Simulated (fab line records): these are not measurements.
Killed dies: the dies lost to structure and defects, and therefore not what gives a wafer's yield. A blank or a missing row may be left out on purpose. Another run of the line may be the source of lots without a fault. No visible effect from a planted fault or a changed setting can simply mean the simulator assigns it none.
Matching of chambers | flow n5-finfet | ald-hk-03 running N5_HKMG_FIN_ALD_74: 4 sister chambers
The step deposits La2O3, target thk 0.5 nm, pulse time 6 s, co reactant pulse time 1 s. 4 wafers are shown with their chamber, then 11 later ones without.

WAFERS WITH THEIR CHAMBER
wafer  | chamber | heater-power-w (W)
L085.4 | 2       | 418
L085.5 | 0       | 314
L085.6 | 1       | 335
L089.1 | 3       | 313

WAFERS WITH NO CHAMBER GIVEN
wafer  | heater-power-w (W)
L089.3 | 417
L089.4 | 313
L092.2 | 307
L092.4 | 419
L092.5 | 338
L095.4 | 317
L095.5 | 315
L095.6 | 310
L096.2 | 412
L096.3 | 344
L096.5 | 419

THE CHAMBER EACH PASSED THROUGH
wafer  | from the rows above     | in truth
L089.3 | 2                       | 2
L089.4 | can't be placed: 3 or 0 | 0
L092.2 | can't be placed: 3 or 0 | 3
L092.4 | 2                       | 2
L092.5 | 1                       | 1
L095.4 | can't be placed: 0 or 3 | 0
L095.5 | can't be placed: 0 or 3 | 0
L095.6 | can't be placed: 3 or 0 | 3
L096.2 | 2                       | 2
L096.3 | 1                       | 1
L096.5 | 2                       | 2
6 of 11 placed correctly. Not placeable from these rows: 5 (in 5, the candidates include the true chamber). Wrongly placed: 0.
How it was worked out, from the rows above alone: a wafer's distance from a chamber is the root of the sum, over the readings, of the square of ((its reading less the chamber's mean) divided by the reading's scatter). The wafer belongs to the nearest chamber; if the next one is less than 2 further off, it can't be placed. For every chamber, the mean is computed from those of its wafers that are shown. The scatter: with one shown wafer a chamber, the root of the mean of the squares of how far each hidden wafer lies from its nearest shown one.
